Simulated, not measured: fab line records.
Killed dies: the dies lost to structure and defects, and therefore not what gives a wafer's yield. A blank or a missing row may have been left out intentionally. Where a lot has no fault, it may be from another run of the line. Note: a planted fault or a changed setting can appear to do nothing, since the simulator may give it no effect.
Comparing a struck lot with a sound one ; flow n5Finfet ; 40 out of 1938 route steps
Sound: these wafers, L781.2, L781.5, L781.6. Struck: wafers L785.2, L785.4, L785.5. At the end, the cause is stated.
Order at every step that has rows: each side's tool, ch and its chambers, its first start. Under that, the readings that differ: sound wafers ; struck wafers ; difference of the means ; sigmas: that difference in standard deviations of wafers without a fault.
alike: words and numbers the same on both sides, and readings whose means are apart by under 2 such deviations; not compared: readings that were withheld, readings missing a value for some wafer, numbers with overlapping values and no deviation given by the record, and bounds like >300 which may hide the same value.
Wherever a step has rows on one side only, a row that says differs or no value, or a row with sigmas, the two part there. Non-overlapping numbers with no deviation appear without sigmas and do not part them. A reading missing from all wafers of one side parts the sides only when that side holds two or more wafers.

first, 12 steps without rows for these wafers: N5_HKMG_FIN_STRIP_93 (strips SOC in N2/H2, time 20 s); N5_HKMG_FIN_WET_ETCH_76 (etches Al2O3 in dNH4OH, stops on La2O3, target depth 2.25 nm, rinse time 30 s); N5_HKMG_FIN_STRIP_60 (strips in N2/H2, time 360 s); N5_HKMG_FIN_WET_ETCH_77 (etches La2O3 in dHCl, stops on HfO2, target depth 2 nm); N5_HKMG_FIN_WET_ETCH_78 (etches Al2O3 in dNH4OH, stops on La2O3, target depth 4.5 nm, rinse time 30 s); N5_HKMG_FIN_ALD_79 (deposits TiN, target thk 1.5 nm, pulse time 1 s, purge time 3 s); N5_HKMG_FIN_CVD_62 (deposits a-Si from Si2H6, target thk 3 nm, time 20.8 s); N5_HKMG_FIN_RTA_80 (time 2 s); N5_HKMG_FIN_PRECLEAN_64 (cleans in dHF, time 30 s); N5_HKMG_FIN_WET_ETCH_65 (etches a-Si in TMAH, stops on TiN, time 49 s, target depth 3 nm); N5_HKMG_FIN_WET_ETCH_81 (etches TiN in SC1, stops on HfO2, time 57 s, target depth 6 nm); N5_HKMG_FIN_WET_ETCH_82 (etches La2O3 in dHCl, stops on HfO2, target depth 2 nm, rinse time 30 s).
N5_HKMG_FIN_ALD_36: deposits TiN, target thk 1 nm, pulse time 1 s, purge time 3 s.
  sound on aldMetal-03 ch 1,2, day 5 17:52; struck on aldMetal-03 ch 0,1, day 6 16:03
  no value came back on the struck wafers for aldCycles, chamberPressureTorr (Torr), heaterPowerW (W), precursorPulseHeightRel; on the sound wafers aldCycles reads 47 47 47
then, 25 steps without rows for these wafers: N5_HKMG_FIN_PWFM_ALD_03 (deposits TiN, target thk 2 nm, pulse time 1 s, purge time 3 s); N5_HKMG_FIN_COAT_29 (time 60 s, resist thk 300 nm); N5_HKMG_FIN_COAT_30 (time 60 s, resist thk 35 nm); N5_HKMG_FIN_COAT_06 (resist thk 90 nm); N5_HKMG_FIN_EBR_08; N5_HKMG_FIN_SOFTBAKE_07 (time 60 s); N5_HKMG_FIN_EXPOSE_09 (exposes mask NWFM, target cd 98 nm); N5_HKMG_FIN_PEB_10 (peb time 60 s); N5_HKMG_FIN_DEVELOP_11 (develop time 30 s); N5_HKMG_FIN_DESCUM_17 (chemistry O2, time 7.9 s); N5_HKMG_FIN_ETCH_31 (etches SiARC in CF4, target depth 45.5 nm, time 75.8 s); N5_HKMG_FIN_ETCH_32 (etches SOC in N2/H2, target depth 240 nm, time 300 s); N5_HKMG_FIN_STRIP_33 (strips in N2/H2); N5_HKMG_FIN_STRIP_34 (strips in CF4); N5_HKMG_FIN_ETCH_35 (etches SOC in N2/H2, target depth 215.8 nm, time 243.4 s); N5_HKMG_FIN_STRIP_92 (strips SOC in N2/H2, time 20 s); N5_HKMG_FIN_WET_ETCH_18 (etches TiN in SC1, time 55 s, target depth 5.2 nm, rinse time 30 s); N5_HKMG_FIN_STRIP_19 (strips in N2/H2, time 360 s); N5_HKMG_FIN_ALD_91 (deposits TiN, target thk 1 nm, pulse time 1 s, purge time 3 s); N5_HKMG_FIN_COAT_85 (time 60 s, resist thk 300 nm); N5_HKMG_FIN_ETCH_86 (etches SOC in N2/H2, stops on TiN, target depth 393.2 nm); N5_HKMG_FIN_STRIP_89 (strips SOC in N2/H2, time 20 s); N5_HKMG_FIN_WET_ETCH_87 (etches TiN in SC1, time 154.2 s, target depth 4.7 nm, rinse time 30 s); N5_HKMG_FIN_STRIP_88 (strips in N2/H2, time 360 s); N5_HKMG_FIN_NWFM_ALD_20 (deposits TiAlC, target thk 2 nm, pulse time 3 s, purge time 2 s).
-- the record jumps here: 4 days lie between the struck wafers' starts before and after (it left off in module HKMG_FIN and takes up again in module BEOL_M4, whose first step shown is number 1111 of the route) --
N5_BEOL_M4_RC_MEAS_101:
  sound on prober-01 ch 0, day 10 13:51; struck on prober-01 ch 0, day 10 20:57
reading;sound;struck;difference;sigmas
IOFF_P (nA/um);0.22 0.17 0.25;0.04 0.05 0.04;-0.17;-4
IOFF_P_85C (nA/um);3.7 3.0 4.1;0.9 1.1 0.9;-2.6;-5
IOFF_P_LIN (nA/um);0.106 0.091 0.117;0.019 0.023 0.019;-0.084;-6
IOFF_P_LONG (nA/um);0.0001 0.000104 0.0001;5.7e-05 5.4e-05 4.5e-05;-4.9e-05;-5
ION_P (uA/um);460 467 463;404 397 392;-66;-8
VT_P (mV);-249.3 -251.9 -248.2;-295.3 -293.9 -297.5;-45.8;-15
VT_P_LONG (mV);-274.1 -273.7 -276.1;-320.3 -319.5 -318.6;-44.8;-15
VT_P_LVT (mV);-99.4 -100.7 -96.5;-145.8 -142.9 -144.6;-45.6;-17
  alike: DIBL_N, DIBL_P, IOFF_N, ION_N, SS_N, SS_P, VT_N
-- here the record skips 4 days between the struck wafers' starts before and after, leaving off in module BEOL_M4 and picking up in module PASSIVATION (first step shown: number 1936 of the route) --
N5_PASSIVATION_PROBE_49:
  sound: prober-02 at day 15 01:05; struck: prober-02 at day 15 05:58
reading;sound;struck;difference;sigmas
sort_bin_8_speed (%);0 0 0;91.69 90.08 88.81;+90.19;+99 or more
sortNPass;1059 1077 1047;0 0 0;-1061;-62
sortYieldPct (%);89.7 91.3 88.7;0 0 0;-90;-60
  alike: defectLimitedYield, killed_at_M0_to_M3, killed_at_M4_up, killedAtContacts, killedAtFrontEnd, killedAtOther, killedDies, killedOpen, killedShort, sort_bin_5_function, sort_bin_6_memory

WHERE THEY PART
First at N5_HKMG_FIN_ALD_36; last, within this record, at N5_PASSIVATION_PROBE_49.

WHY: what had been put in by the simulator
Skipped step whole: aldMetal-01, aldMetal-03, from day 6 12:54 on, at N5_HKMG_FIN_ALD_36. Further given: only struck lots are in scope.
